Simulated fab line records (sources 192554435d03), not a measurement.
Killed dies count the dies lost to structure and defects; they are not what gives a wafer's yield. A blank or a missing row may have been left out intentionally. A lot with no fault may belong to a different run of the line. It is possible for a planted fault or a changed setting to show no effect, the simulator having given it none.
Split-lot study || flow n5_finfet || 21 wafers read from 7 lots, route of 1938 steps

THE SPLIT ITSELF
At N5_PASSIVATION_ETCH_59 (etches TaN in Cl2/BCl3, target depth 65 nm, time 34.9 s), the setting time_s was moved away from the recipe's 34.9 s on 6 of the 21 wafers read, by -6.6% to +9.9%. The other wafers ran this setting at the recipe's value.

The reading comes from the split's own step.

THE READING
etch.depth_nm (the simulator's own value, which no gauge read), in nm, at N5_PASSIVATION_ETCH_59 (etches TaN in Cl2/BCl3, target depth 65 nm, time 34.9 s). The file does not state a usual value for it. Average 65.92 nm, standard deviation 0.76 nm, over the 15 wafers here run with the recipe.

{"wafer": "L075.1", "tool, chamber at the split": "rie_metal-02, 1", "time_s as run, s": 34.9, "against the recipe": "recipe", "etch.depth_nm, nm": 66.47, "against lot-mates on the recipe": "-"}
{"wafer": "L075.3", "tool, chamber at the split": "rie_metal-02, 0", "time_s as run, s": 34.9, "against the recipe": "recipe", "etch.depth_nm, nm": 66.1, "against lot-mates on the recipe": "-"}
{"wafer": "L075.4", "tool, chamber at the split": "rie_metal-02, 1", "time_s as run, s": 34.9, "against the recipe": "recipe", "etch.depth_nm, nm": 66.55, "against lot-mates on the recipe": "-"}
{"wafer": "L080.2", "tool, chamber at the split": "rie_metal-01, 1", "time_s as run, s": 34.9, "against the recipe": "recipe", "etch.depth_nm, nm": 65.73, "against lot-mates on the recipe": "-"}
{"wafer": "L080.4", "tool, chamber at the split": "rie_metal-01, 0", "time_s as run, s": 32.59, "against the recipe": "-6.6%", "etch.depth_nm, nm": 60.27, "against lot-mates on the recipe": -5.46}
{"wafer": "L080.6", "tool, chamber at the split": "rie_metal-01, 0", "time_s as run, s": 32.59, "against the recipe": "-6.6%", "etch.depth_nm, nm": 60.48, "against lot-mates on the recipe": -5.25}
{"wafer": "L088.1", "tool, chamber at the split": "rie_metal-03, 1", "time_s as run, s": 34.9, "against the recipe": "recipe", "etch.depth_nm, nm": 66.31, "against lot-mates on the recipe": "-"}
{"wafer": "L088.3", "tool, chamber at the split": "rie_metal-03, 0", "time_s as run, s": 34.9, "against the recipe": "recipe", "etch.depth_nm, nm": 65.86, "against lot-mates on the recipe": "-"}
{"wafer": "L088.4", "tool, chamber at the split": "rie_metal-03, 1", "time_s as run, s": 34.9, "against the recipe": "recipe", "etch.depth_nm, nm": 65.55, "against lot-mates on the recipe": "-"}
{"wafer": "L090.3", "tool, chamber at the split": "rie_metal-01, 1", "time_s as run, s": 34.9, "against the recipe": "recipe", "etch.depth_nm, nm": 66.82, "against lot-mates on the recipe": "-"}
{"wafer": "L090.4", "tool, chamber at the split": "rie_metal-01, 0", "time_s as run, s": 38.35, "against the recipe": "+9.9%", "etch.depth_nm, nm": 70.85, "against lot-mates on the recipe": "+4.03"}
{"wafer": "L090.6", "tool, chamber at the split": "rie_metal-01, 1", "time_s as run, s": 38.35, "against the recipe": "+9.9%", "etch.depth_nm, nm": 72.86, "against lot-mates on the recipe": "+6.04"}
{"wafer": "L091.3", "tool, chamber at the split": "rie_metal-03, 1", "time_s as run, s": 34.9, "against the recipe": "recipe", "etch.depth_nm, nm": 66.84, "against lot-mates on the recipe": "-"}
{"wafer": "L091.5", "tool, chamber at the split": "rie_metal-03, 1", "time_s as run, s": 34.9, "against the recipe": "recipe", "etch.depth_nm, nm": 66.48, "against lot-mates on the recipe": "-"}
{"wafer": "L091.6", "tool, chamber at the split": "rie_metal-03, 0", "time_s as run, s": 34.9, "against the recipe": "recipe", "etch.depth_nm, nm": 65.4, "against lot-mates on the recipe": "-"}
{"wafer": "L093.2", "tool, chamber at the split": "rie_metal-02, 0", "time_s as run, s": 34.9, "against the recipe": "recipe", "etch.depth_nm, nm": 65.47, "against lot-mates on the recipe": "-"}
{"wafer": "L093.3", "tool, chamber at the split": "rie_metal-02, 0", "time_s as run, s": 32.77, "against the recipe": "-6.1%", "etch.depth_nm, nm": 61.87, "against lot-mates on the recipe": -3.60}
{"wafer": "L093.6", "tool, chamber at the split": "rie_metal-02, 1", "time_s as run, s": 32.77, "against the recipe": "-6.1%", "etch.depth_nm, nm": 62.42, "against lot-mates on the recipe": -3.05}
{"wafer": "L095.2", "tool, chamber at the split": "rie_metal-01, 0", "time_s as run, s": 34.9, "against the recipe": "recipe", "etch.depth_nm, nm": 64.27, "against lot-mates on the recipe": "-"}
{"wafer": "L095.3", "tool, chamber at the split": "rie_metal-01, 0", "time_s as run, s": 34.9, "against the recipe": "recipe", "etch.depth_nm, nm": 64.47, "against lot-mates on the recipe": "-"}
{"wafer": "L095.5", "tool, chamber at the split": "rie_metal-01, 1", "time_s as run, s": 34.9, "against the recipe": "recipe", "etch.depth_nm, nm": 66.46, "against lot-mates on the recipe": "-"}

FIT RESULTS
A straight line over all 21 wafers: etch.depth_nm changes by +0.66 nm for each +1% of time_s; r = +0.96; the points scatter about the line by 0.86 nm.
The same after taking each lot's own level away (the mean of its wafers on the recipe; 21 wafers): +0.587 nm for each +1%; r = +0.96; scatter 0.78 nm.
Per that fit: largest time_s move, reading shift of 5.8 nm.
The span of the lots' own levels, 65.067 to 66.820 nm, comes to 2.3 times the standard deviation stated above.
In other words, the slope is changed by the lot-to-lot level; the two fits disagree.
Check: +6.42 nm against its lot-mates is what the line predicts for one of the wafers moved furthest among these (+9.9%) when that wafer is left out of the fit. It came out at +4.03 nm against them.

FURTHER SPLITS ON THESE WAFERS
Before the reading, these wafers also passed through other splits. Each is held against what the fit with the lots' levels taken away leaves over:
{"other split on the same wafers": "N5_BEOL_M14_PEB_26 peb_temp_c", "wafers away from the commonest value": 9, "r with etch.depth_nm (lot level and that fit taken away)": "+0.35"}
{"other split on the same wafers": "N5_BEOL_M14_SPUTTER_43 power_w", "wafers away from the commonest value": 8, "r with etch.depth_nm (lot level and that fit taken away)": -0.05}
{"other split on the same wafers": "N5_BEOL_M14_SPUTTER_44 time_s", "wafers away from the commonest value": 7, "r with etch.depth_nm (lot level and that fit taken away)": "+0.18"}

FILE'S OWN FIT
etch.depth_nm changes by +0.59 nm for each +1% of time_s, r = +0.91.
